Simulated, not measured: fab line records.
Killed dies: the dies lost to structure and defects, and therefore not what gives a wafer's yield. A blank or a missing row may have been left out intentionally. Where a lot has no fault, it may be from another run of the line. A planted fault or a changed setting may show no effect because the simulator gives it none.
Matching of chambers	flow n5-finfet	N5_DUMMY_REMOVAL_HM_STRIP_01 on rie-diel-03 has 4 sister chambers
The step strips SiNx in CH3F/O2, stops on poly-Si, target depth 4 nm, time 6.8 s. 8 wafers are shown with their chamber, then 7 later ones without.

## WAFERS WITH THEIR CHAMBER
wafer	chamber	oes-product-au (a.u.)	throttle-valve-pct (%)
L076.6	0	0.56	16.45
L077.3	1	0.60	16.46
L077.6	2	0.68	16.31
L078.4	1	0.60	16.47
L078.5	2	0.69	16.33
L078.6	3	0.71	16.40
L085.1	0	0.78	16.05
L085.4	3	0.70	16.41

## WAFERS WITH NO CHAMBER GIVEN
wafer	oes-product-au (a.u.)	throttle-valve-pct (%)
L085.6	0.67	16.34
L093.1	0.66	16.38
L093.5	0.75	16.06
L093.6	0.68	16.43
L096.1	0.67	16.45
L096.3	0.66	16.39
L096.5	0.58	16.56

## THE CHAMBER EACH PASSED THROUGH
wafer	from the rows above	in truth
L085.6	can't be placed: 2 or 0 or 3 or 1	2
L093.1	can't be placed: 2 or 3 or 0 or 1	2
L093.5	can't be placed: 0 or 2 or 3 or 1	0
L093.6	can't be placed: 3 or 2 or 1 or 0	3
L096.1	can't be placed: 3 or 1 or 2 or 0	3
L096.3	can't be placed: 3 or 2 or 1 or 0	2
L096.5	can't be placed: 1 or 3 or 2 or 0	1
0 of 7 placed correctly. Can't be placed from these rows: 7 (the true chamber is among the candidates in 7). 0 placed wrongly.
How it was worked out, from the rows above alone: a wafer's distance from a chamber is the root of the sum, over the readings, of the square of ((its reading less the chamber's mean) divided by the reading's scatter). The wafer belongs to the nearest chamber; if the next one is less than 2 further off, it can't be placed. For every chamber, the mean is computed from those of its wafers that are shown. The scatter is the square root of a quotient: the sum, over the shown wafers, of each reading's squared deviation from its chamber's mean, divided by wafers minus chambers.
